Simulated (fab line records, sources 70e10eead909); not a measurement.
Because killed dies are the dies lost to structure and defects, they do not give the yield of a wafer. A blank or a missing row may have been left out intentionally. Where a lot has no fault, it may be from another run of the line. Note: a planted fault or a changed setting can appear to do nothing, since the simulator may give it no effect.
Chamber matching + flow nandHarc + rieDiel-11 running NHARC_A_STAIRCASE_ETCH_444: 4 sister chambers
The step etches the open film in C4F8/O2, target depth 20400 nm, time 6800 s. 16 wafers are shown with their chamber, then 8 later ones without.

== WAFERS PAIRED WITH THEIR CHAMBERS ==
| wafer  | chamber | rfVppV (V) | oesProductAu (a.u.) |
|--------|---------|------------|---------------------|
| L074.3 | 3       | 813        | 0.933               |
| L074.4 | 0       | 809        | 0.950               |
| L074.5 | 3       | 813        | 0.947               |
| L078.1 | 3       | 812        | 0.956               |
| L078.2 | 2       | 809        | 0.949               |
| L078.4 | 0       | 808        | 0.949               |
| L084.1 | 1       | 804        | 0.927               |
| L084.3 | 0       | 807        | 0.942               |
| L084.5 | 0       | 807        | 0.932               |
| L083.1 | 1       | 806        | 0.918               |
| L083.3 | 3       | 812        | 0.919               |
| L083.4 | 0       | 808        | 0.925               |
| L085.3 | 2       | 810        | 0.928               |
| L085.4 | 0       | 808        | 0.930               |
| L085.5 | 3       | 813        | 0.931               |
| L088.1 | 1       | 805        | 0.913               |

SIGNATURES (averages over the wafers above)
| reading      | chamber 0 | chamber 1 | chamber 2 | chamber 3 | scatter within a chamber |
|--------------|-----------|-----------|-----------|-----------|--------------------------|
| rfVppV       | 807.83    | 805.00    | 809.50    | 812.60    | 0.738                    |
| oesProductAu | 0.93800   | 0.91933   | 0.93850   | 0.93720   | 0.0119                   |
Rule: for each reading, subtract the chamber's mean from the wafer's reading, divide by that reading's scatter and square the result; add these up over the readings and take the root, which gives the wafer's distance from the chamber. The wafer belongs to the nearest chamber; if the next one is less than 2 further off, it can't be placed. How the scatter is found: for the shown wafers, subtract from each reading the mean of its chamber, square and add these, divide the total by (wafers less chambers), then take the root.

== WAFERS MISSING THEIR CHAMBER ==
| wafer  | rfVppV (V) | oesProductAu (a.u.) |
|--------|------------|---------------------|
| L088.4 | 805        | 0.925               |
| L088.6 | 807        | 0.927               |
| L091.1 | 808        | 0.929               |
| L091.2 | 812        | 0.931               |
| L091.3 | 810        | 0.932               |
| L093.2 | 806        | 0.930               |
| L093.4 | 811        | 0.937               |
| L093.5 | 810        | 0.934               |

== WHICH CHAMBER EACH WENT THROUGH ==
| wafer  | from the rows above     | in truth |
|--------|-------------------------|----------|
| L088.4 | 1                       | 1        |
| L088.6 | can't be placed: 0 or 1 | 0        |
| L091.1 | can't be placed: 0 or 2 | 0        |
| L091.2 | 3                       | 3        |
| L091.3 | 2                       | 2        |
| L093.2 | can't be placed: 1 or 0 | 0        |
| L093.4 | can't be placed: 2 or 3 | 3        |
| L093.5 | 2                       | 2        |
Correct placement for 4 of the 8. From these rows, 4 cannot be placed; in 4 the true chamber is one of the candidates. Placed wrongly: 0.
